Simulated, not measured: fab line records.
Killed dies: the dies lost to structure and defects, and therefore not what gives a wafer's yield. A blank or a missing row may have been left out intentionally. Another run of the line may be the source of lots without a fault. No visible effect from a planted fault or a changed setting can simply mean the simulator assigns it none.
Split-lot study	flow n5 finfet	route with 1938 steps; 7 lots, 21 wafers read

## THE SPLIT ITSELF
At N5_BEOL_M0_CUTY_EXPOSE_54 (exposes mask M0 ABLK), the setting dose mj was moved away from the recipe's 36 on 4 of the 21 wafers read, by -4.2% to -2.5%. For the rest of the wafers, this setting stayed at what the recipe calls for.

## FROM THE SPLIT TO THE READING: what the file shows between them, 2 steps
- N5_BEOL_M0_CUTY_PEB_55: peb time 60 s
- N5_BEOL_M0_CUTY_DEVELOP_56: develop time 30 s

## THE READING
Shown in nm: cd nm at N5_BEOL_M0_CUTY_CD_MEAS_57, with target cd 200 nm. A value of 200.2 nm with a standard deviation of 0.89 nm is what fault-free wafers of this fab line usually give.

wafer	tool, chamber at the split	dose mj as run	against the recipe	cd nm, nm	against lot-mates on the recipe
L078.1	arfi scanner-01, 0	36	recipe	200.2	-
L078.4	arfi scanner-01, 0	36	recipe	199.3	-
L078.6	arfi scanner-01, 0	36	recipe	198.6	-
L083.1	arfi scanner-01, 0	36	recipe	199.7	-
L083.2	arfi scanner-01, 0	36	recipe	200.6	-
L083.4	arfi scanner-01, 0	36	recipe	200.4	-
L089.3	arfi scanner-01, 0	36	recipe	200.4	-
L089.4	arfi scanner-01, 0	36	recipe	200.4	-
L089.6	arfi scanner-01, 0	36	recipe	200.7	-
L090.1	arfi scanner-02, 0	36	recipe	198.6	-
L090.2	arfi scanner-02, 0	36	recipe	200.0	-
L090.5	arfi scanner-02, 0	36	recipe	200.0	-
L092.2	arfi scanner-03, 0	35.11	-2.5%	202.3	+2.3
L092.5	arfi scanner-03, 0	35.11	-2.5%	201.8	+1.8
L092.6	arfi scanner-03, 0	36	recipe	200.0	-
L096.3	arfi scanner-02, 0	36	recipe	200.5	-
L096.4	arfi scanner-02, 0	36	recipe	201.1	-
L096.6	arfi scanner-02, 0	36	recipe	200.5	-
L097.2	arfi scanner-02, 0	34.49	-4.2%	204.8	+5.2
L097.3	arfi scanner-02, 0	34.49	-4.2%	204.2	+4.6
L097.4	arfi scanner-02, 0	36	recipe	199.6	-

FIT RESULTS
A straight line over all 21 wafers: cd nm changes by -1.01 nm for each +1% of dose mj; r = -0.91; the points scatter about the line by 0.67 nm.
The same after taking each lot's own level away (the mean of its wafers on the recipe; 21 wafers): -1.09 nm for each +1%; r = -0.95; scatter 0.5 nm.
Per that fit: largest dose mj move, reading shift of 4.6 nm.
From 199.37 to 200.70 nm: that is the span of the lots' own levels, equal to 1.5 times the standard deviation above.
The two slopes agree, so the slope changes little with the lot-to-lot level.
Check: for one of the wafers moved furthest among these (-4.2%), held out of the fit, the line's prediction against its lot-mates is +4.15 nm. It came out at +5.2 nm against them.

## FURTHER SPLITS ON THESE WAFERS
Note: prior to the reading, these wafers also went through further splits. Each is held against what the fit with the lots' levels taken away leaves over:
other split on the same wafers	wafers away from the commonest value	r with cd nm (lot level and that fit taken away)
N5_SD_ACTIVATION_LSA_01 temp c	8	-0.10
N5_SDB_CUT_ETCH_26 icp w	8	+0.17
N5_HKMG_FIN_COAT_66 spin rpm	6	+0.01
N5_GATE_CUT_ETCH_58 bias w	7	-0.33
N5_MOL_CONTACT_COAG_CONTACT_ETCH_14 source w	8	-0.05
N5_MOL_CONTACT_COAG_SPUTTER_143 target thk a	10	-0.11
N5_MOL_CONTACT_COAG_COAT_64 spin rpm	9	+0.03
N5_BEOL_M0_SAQP_EXPOSE_11 dose mj	5	-0.28
N5_BEOL_M0_SAQP_MANDREL_ETCH_20 bias w	8	-0.19

## FILE'S OWN FIT
cd nm changes by -1.09 nm for each +1% of dose mj, r = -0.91.
